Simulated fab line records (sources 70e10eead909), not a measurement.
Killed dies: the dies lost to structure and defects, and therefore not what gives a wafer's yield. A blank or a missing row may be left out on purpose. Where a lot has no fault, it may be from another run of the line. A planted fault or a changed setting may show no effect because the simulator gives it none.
Commonality check across tools + flow nand harc + 12 lots, 36 wafers sampled

== REASON IT WAS OPENED ==
Flagged at NHARC_A_M1_INSPECT_11: reading raw defect count, on 2 of 12 lots. Fault-free wafers read 85, with a standard deviation of 44.
Rule: a lot gets a flag if all its wafers with a number sit over 4 standard deviations from that mean, or if no wafer of it has a number. The rest of the lots are taken to be sound.

| lot  | measured     | on                | raw defect count, wafer by wafer | flag    |
|------|--------------|-------------------|----------------------------------|---------|
| L589 | day 23 07:49 | defect inspect-02 | 74 70 71                         |         |
| L592 | day 23 19:19 | defect inspect-02 | 867 893 865                      | FLAGGED |
| L591 | day 24 02:58 | defect inspect-02 | 988 977 1006                     | FLAGGED |
| L600 | day 27 22:31 | defect inspect-01 | 129 138 141                      |         |
| L603 | day 28 22:55 | defect inspect-02 | 70 66 49                         |         |
| L602 | day 29 03:25 | defect inspect-02 | 53 65 64                         |         |
| L606 | day 30 10:56 | defect inspect-01 | 162 158 161                      |         |
| L605 | day 30 19:28 | defect inspect-02 | 36 50 44                         |         |
| L609 | day 31 04:25 | defect inspect-02 | 14 14 18                         |         |
| L607 | day 31 10:22 | defect inspect-02 | 37 38 45                         |         |
| L608 | day 31 11:01 | defect inspect-02 | 109 115 120                      |         |
| L610 | day 32 10:34 | defect inspect-01 | 127 127 124                      |         |
The numbers of the flagged lots are 933 on average: +848 against the usual, or +19 standard deviations.

== WHICH TOOL EACH LOT WENT THROUGH ==
2 process steps preceding the reading are held in the record, out of 1302 steps in the route. Every cell lists first the tool, next ch and the chambers used by the sampled wafers, and last the start.
| lot  | flag    | NHARC_A_M0_PRE_CLEAN_31         | NHARC_A_M1_DEP_00               |
|------|---------|---------------------------------|---------------------------------|
| L589 |         | pecvd-04 ch 0,1,2, day 23 06:22 | pecvd-02 ch 0,1, day 23 06:55   |
| L592 | FLAGGED | pecvd-02 ch 0,1, day 23 17:52   | pecvd-04 ch 0,1,2, day 23 18:24 |
| L591 | FLAGGED | pecvd-02 ch 0,1, day 24 01:32   | pecvd-04 ch 0,1,2, day 24 02:01 |
| L600 |         | pecvd-04 ch 0,1, day 27 21:12   | pecvd-03 ch 1,2, day 27 21:41   |
| L603 |         | pecvd-03 ch 0,1,2, day 28 21:28 | pecvd-02 ch 0,2, day 28 22:03   |
| L602 |         | pecvd-04 ch 0,1,2, day 29 02:06 | pecvd-03 ch 0,2, day 29 02:35   |
| L606 |         | pecvd-04 ch 0,1,2, day 30 09:39 | pecvd-04 ch 0,1,2, day 30 10:07 |
| L605 |         | pecvd-03 ch 1,2, day 30 18:08   | pecvd-02 ch 0,1, day 30 18:43   |
| L609 |         | pecvd-02 ch 0,1, day 31 02:58   | pecvd-04 ch 0,1,2, day 31 03:27 |
| L607 |         | pecvd-04 ch 0,1,2, day 31 08:58 | pecvd-04 ch 0,1, day 31 09:28   |
| L608 |         | pecvd-04 ch 0,2, day 31 09:43   | pecvd-02 ch 0,1,2, day 31 10:13 |
| L610 |         | pecvd-04 ch 0,1, day 32 09:08   | pecvd-04 ch 0,2, day 32 09:39   |
What the steps here do:
- NHARC_A_M0_PRE_CLEAN_31: time 12 s.
- NHARC_A_M1_DEP_00: deposits SiOC, target thk 182.5 nm.
- NHARC_A_M1_INSPECT_11

== FLAGGED AGAINST TOTAL, ONE TOOL AT A TIME (gauges that did the reading follow at the end) ==
| step                    | tool              | lots run | flagged | share of the flagged lots | sound lots run after its first flagged lot |
|-------------------------|-------------------|----------|---------|---------------------------|--------------------------------------------|
| NHARC_A_M0_PRE_CLEAN_31 | pecvd-02          | 3        | 2       | all                       | 1 (L609)                                   |
| NHARC_A_M0_PRE_CLEAN_31 | pecvd-03          | 2        | 0       | none                      | -                                          |
| NHARC_A_M0_PRE_CLEAN_31 | pecvd-04          | 7        | 0       | none                      | -                                          |
| NHARC_A_M1_DEP_00       | pecvd-02          | 4        | 0       | none                      | -                                          |
| NHARC_A_M1_DEP_00       | pecvd-03          | 2        | 0       | none                      | -                                          |
| NHARC_A_M1_DEP_00       | pecvd-04          | 6        | 2       | all                       | 4 (L606,L609,L607,L610)                    |
| NHARC_A_M1_INSPECT_11   | defect inspect-01 | 3        | 0       | none                      | -                                          |
| NHARC_A_M1_INSPECT_11   | defect inspect-02 | 9        | 2       | all                       | 6 (L603,L602,L605,L609,L607,L608)          |

== WHAT THE TABLE ALLOWS ==
All flagged lots were run by 3 table rows, namely pecvd-02 at NHARC_A_M0_PRE_CLEAN_31, pecvd-04 at NHARC_A_M1_DEP_00, defect inspect-02 at NHARC_A_M1_INSPECT_11.
- pecvd-02 at NHARC_A_M0_PRE_CLEAN_31 ran 3 lots, 2 of them flagged. Sound lots followed the first flagged one (L609) on it, something a lasting fault affecting the whole tool could not allow.
- pecvd-04 at NHARC_A_M1_DEP_00 ran 6 lots, 2 of them flagged. Sound lots followed the first flagged one (L606, L609, L607, L610) on it, something a lasting fault affecting the whole tool could not allow.
- defect inspect-02 at NHARC_A_M1_INSPECT_11 ran 9 lots, 2 of them flagged. Sound lots followed the first flagged one (L603, L602, L605, L609, L607, L608) on it, something a lasting fault affecting the whole tool could not allow.
Every row of the table either missed a flagged lot or ran a sound lot after the first.

== WHAT THE SIMULATOR HAD INSERTED ==
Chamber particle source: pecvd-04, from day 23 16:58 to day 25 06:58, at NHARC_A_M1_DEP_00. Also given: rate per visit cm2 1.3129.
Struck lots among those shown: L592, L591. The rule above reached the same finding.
